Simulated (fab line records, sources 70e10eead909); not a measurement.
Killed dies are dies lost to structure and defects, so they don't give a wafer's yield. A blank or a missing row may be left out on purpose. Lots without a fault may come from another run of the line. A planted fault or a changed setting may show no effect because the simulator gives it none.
Chamber matching | flow nand_harc | NHARC_A_STAIRCASE_ETCH_169 on rie_diel-09: 4 sister chambers
The step etches the open film in CH3F/O2, target depth 50 nm, time 107.1 s. 8 wafers are shown with their chamber, then 7 later ones without.

WAFERS WITH THEIR CHAMBER
wafer  | chamber | drypump_motor_current_A (A) | showerhead_plenum_p_Torr (Torr)
L079.4 | 3       | 5.9                         | 2.46
L086.3 | 2       | 6.2                         | 2.31
L086.4 | 0       | 6.0                         | 2.42
L088.3 | 3       | 5.9                         | 2.45
L088.5 | 0       | 6.0                         | 2.42
L088.6 | 1       | 6.2                         | 2.39
L093.1 | 1       | 6.2                         | 2.39
L093.2 | 2       | 6.1                         | 2.30

WAFERS WITHOUT THEIR CHAMBER
wafer  | drypump_motor_current_A (A) | showerhead_plenum_p_Torr (Torr)
L093.4 | 6.0                         | 2.41
L092.1 | 6.2                         | 2.39
L092.4 | 6.0                         | 2.41
L092.5 | 5.8                         | 2.44
L095.1 | 6.0                         | 2.41
L095.2 | 6.2                         | 2.39
L095.4 | 6.1                         | 2.30

WHICH CHAMBER EACH WENT THROUGH
wafer  | from the rows above | in truth
L093.4 | 0                   | 0
L092.1 | 1                   | 1
L092.4 | 0                   | 0
L092.5 | 3                   | 3
L095.1 | 0                   | 0
L095.2 | 1                   | 1
L095.4 | 2                   | 2
Placed correctly: 7 of 7. Can't be placed from these rows: 0. Placed wrongly: 0.
How it was worked out, from the rows above alone: a wafer's distance from a chamber is the root of the sum, over the readings, of the square of ((its reading less the chamber's mean) divided by the reading's scatter). The wafer belongs to the nearest chamber; if the next one is less than 2 further off, it can't be placed. A chamber's mean is the mean of its shown wafers. The scatter: the root of (the sum of the squares of (reading less its chamber's mean) over the shown wafers, divided by (wafers less chambers)).
